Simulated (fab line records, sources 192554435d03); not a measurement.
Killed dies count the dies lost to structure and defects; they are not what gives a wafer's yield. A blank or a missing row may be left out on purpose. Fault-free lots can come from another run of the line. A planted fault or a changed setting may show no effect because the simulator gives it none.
Chamber matching :: flow n5-finfet :: N5_BEOL_M10_CURE_71 on uv-cure-01 has 3 sister chambers
The step cures SiCOH lowk, time 240 s. 6 wafers are shown with their chamber, then 12 later ones without.

## WAFERS PAIRED WITH THEIR CHAMBERS
wafer: L084.2
chamber: 0
wafer_temp_C_max: 387.0
lamp-power-pct (%): 52.26

wafer: L084.5
chamber: 0
wafer_temp_C_max: 386.6
lamp-power-pct (%): 52.30

wafer: L086.3
chamber: 2
wafer_temp_C_max: 386.0
lamp-power-pct (%): 52.21

wafer: L086.6
chamber: 2
wafer_temp_C_max: 385.6
lamp-power-pct (%): 52.22

wafer: L093.5
chamber: 1
wafer_temp_C_max: 387.2
lamp-power-pct (%): 52.36

wafer: L093.6
chamber: 1
wafer_temp_C_max: 388.3
lamp-power-pct (%): 52.28

## WAFERS MISSING THEIR CHAMBER
wafer: L094.1
wafer_temp_C_max: 386.7
lamp-power-pct (%): 52.35

wafer: L094.2
wafer_temp_C_max: 386.5
lamp-power-pct (%): 52.30

wafer: L094.4
wafer_temp_C_max: 387.5
lamp-power-pct (%): 52.28

wafer: L095.2
wafer_temp_C_max: 387.3
lamp-power-pct (%): 52.32

wafer: L095.5
wafer_temp_C_max: 386.7
lamp-power-pct (%): 52.37

wafer: L095.6
wafer_temp_C_max: 386.8
lamp-power-pct (%): 52.32

wafer: L097.1
wafer_temp_C_max: 386.5
lamp-power-pct (%): 52.27

wafer: L097.3
wafer_temp_C_max: 386.5
lamp-power-pct (%): 52.30

wafer: L097.5
wafer_temp_C_max: 386.4
lamp-power-pct (%): 52.32

wafer: L097.2
wafer_temp_C_max: 386.9
lamp-power-pct (%): 52.28

wafer: L097.4
wafer_temp_C_max: 386.2
lamp-power-pct (%): 52.28

wafer: L097.6
wafer_temp_C_max: 386.3
lamp-power-pct (%): 52.31

## CHAMBER TAKEN BY EACH
wafer: L094.1
from the rows above: can't be placed: 0 or 1
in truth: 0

wafer: L094.2
from the rows above: can't be placed: 0 or 1 or 2
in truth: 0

wafer: L094.4
from the rows above: can't be placed: 1 or 0
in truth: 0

wafer: L095.2
from the rows above: can't be placed: 1 or 0
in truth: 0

wafer: L095.5
from the rows above: can't be placed: 0 or 1
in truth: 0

wafer: L095.6
from the rows above: can't be placed: 0 or 1
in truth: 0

wafer: L097.1
from the rows above: can't be placed: 0 or 2
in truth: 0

wafer: L097.3
from the rows above: can't be placed: 0 or 1 or 2
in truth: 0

wafer: L097.5
from the rows above: can't be placed: 0 or 1 or 2
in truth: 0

wafer: L097.2
from the rows above: can't be placed: 0 or 1
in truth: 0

wafer: L097.4
from the rows above: can't be placed: 0 or 2
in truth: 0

wafer: L097.6
from the rows above: can't be placed: 0 or 2 or 1
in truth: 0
Correct placement for 0 of the 12. These rows do not allow placing 12 (true chamber among the candidates in 12). Placed wrongly: 0.
How it was worked out, from the rows above alone: a wafer's distance from a chamber is the root of the sum, over the readings, of the square of ((its reading less the chamber's mean) divided by the reading's scatter). If the next closest chamber is less than 2 further off than the closest, the wafer can't be placed; otherwise it belongs to the closest. The mean given for a chamber averages the wafers shown for that chamber. The scatter: take each reading less its chamber's mean, square it, sum over the shown wafers, divide by the number of wafers less the number of chambers, and take the root.
